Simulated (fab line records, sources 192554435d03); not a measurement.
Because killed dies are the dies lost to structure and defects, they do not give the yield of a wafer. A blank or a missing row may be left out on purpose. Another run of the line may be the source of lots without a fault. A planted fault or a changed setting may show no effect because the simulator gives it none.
Which tool is to blame? -- flow n5_finfet -- 25 wafers from 9 lots sampled at 4 of the route's 1938 steps

## WHAT EACH GAUGE READ, for each wafer
N5_BEOL_M0_SAQP_CD_MEAS_25: target cd 13.1 nm.
lot,measured,on,cd_nm (nm)
L663,day 6 01:51,cd_sem-01,13.14 12.85 12.90
L665,day 6 08:17,cd_sem-02,12.61 12.87 12.60
L666,day 6 19:31,cd_sem-01,13.26 12.88 12.73
L669,day 7 09:50,cd_sem-02,12.46 12.77 12.85
L672,day 8 08:40,cd_sem-02,12.86 12.75 12.74
L674,day 8 18:04,cd_sem-01,12.90 12.41 13.04
L681,day 10 11:57,cd_sem-01,18.56 12.57 18.41
L684,day 11 01:08,cd_sem-03,18.23
L685,day 11 04:59,cd_sem-03,12.83 12.92 12.72

## EACH LOT AND THE TOOL THAT RAN IT (in order: tool; ch and the chambers of the sampled wafers; start)
lot,N5_BEOL_M0_SAQP_ETCH_84,N5_BEOL_M0_SAQP_SPACER1_ALD_98,N5_BEOL_M0_SAQP_MANDREL1_REMOVE_100
L663,"rie_diel-03 ch 0,1,2, day 6 00:22","ald_sin-02 ch 0,1,2, day 6 01:11","rie_si-05 ch 0,1,3, day 6 01:44"
L665,"rie_diel-04 ch 0,3, day 6 06:36","ald_sin-02 ch 0,1,3, day 6 07:35","rie_si-05 ch 1,3, day 6 08:11"
L666,"rie_diel-05 ch 1,2,3, day 6 18:03","ald_sin-04 ch 0,1,3, day 6 18:51","rie_si-05 ch 1,2,3, day 6 19:25"
L669,"rie_diel-05 ch 0,3, day 7 08:07","ald_sin-03 ch 2,3, day 7 08:58","rie_si-01 ch 0,1,2, day 7 09:43"
L672,"rie_diel-03 ch 1,2, day 8 06:09","ald_sin-04 ch 0,2,3, day 8 07:53","rie_si-06 ch 0,1,3, day 8 08:33"
L674,"rie_diel-04 ch 2,3, day 8 16:08","ald_sin-03 ch 1,2,3, day 8 17:16","rie_si-05 ch 0,1,2, day 8 17:58"
L681,"rie_diel-05 ch 0,2,3, day 10 10:28","ald_sin-03 ch 1,2, day 10 11:16","rie_si-05 ch 0,1, day 10 11:50"
L684,"rie_diel-04 ch 1, day 10 23:22","ald_sin-03 ch 1, day 11 00:28","rie_si-05 ch 0, day 11 01:01"
L685,"rie_diel-04 ch 0,1,2, day 11 03:29","ald_sin-02 ch 1,3, day 11 04:19","rie_si-01 ch 0,1,2, day 11 04:52"
- N5_BEOL_M0_SAQP_ETCH_84: etches SOC in N2/H2, target depth 100 nm, overetch 20 nm, time 150 s.
- N5_BEOL_M0_SAQP_SPACER1_ALD_98: deposits SiO2, target thk 12.8 nm, pulse time 1 s, purge time 2 s.
- N5_BEOL_M0_SAQP_MANDREL1_REMOVE_100: chemistry HBr/Cl2/O2, target a-Si, stops on SiNx, bt time 10 s.

## THE ANSWER, worked out from the rows above alone
Rule: what is usual is taken from the lots themselves. The widest of any qualifying gaps counts: lots, ordered by their means at a reading, are off when they make up no more than a third of the lots, leave a main group of 4 or more, and stand apart from it by 3 or more times the standard deviation of that group's means. A main group is skipped when, at the precision printed for the reading in the tables above, its means are all equal. Also off: a lot with no number at a reading for which 4 or more lots have one. The other lots that the step has rows for count as sound.
Off at N5_BEOL_M0_SAQP_CD_MEAS_25 (cd_nm): L681, L684. Main group: mean 12.81 nm, sd 0.1.
A tool fits if, at a process step before that reading, it ran every lot that is off, and no sound lot after the first of them. The gauges at N5_BEOL_M0_SAQP_CD_MEAS_25 are tried like those tools. Can't be told from this: 2 tools fit, ald_sin-03 at N5_BEOL_M0_SAQP_SPACER1_ALD_98, rie_si-05 at N5_BEOL_M0_SAQP_MANDREL1_REMOVE_100.

## WHAT THE SIMULATOR PUT IN
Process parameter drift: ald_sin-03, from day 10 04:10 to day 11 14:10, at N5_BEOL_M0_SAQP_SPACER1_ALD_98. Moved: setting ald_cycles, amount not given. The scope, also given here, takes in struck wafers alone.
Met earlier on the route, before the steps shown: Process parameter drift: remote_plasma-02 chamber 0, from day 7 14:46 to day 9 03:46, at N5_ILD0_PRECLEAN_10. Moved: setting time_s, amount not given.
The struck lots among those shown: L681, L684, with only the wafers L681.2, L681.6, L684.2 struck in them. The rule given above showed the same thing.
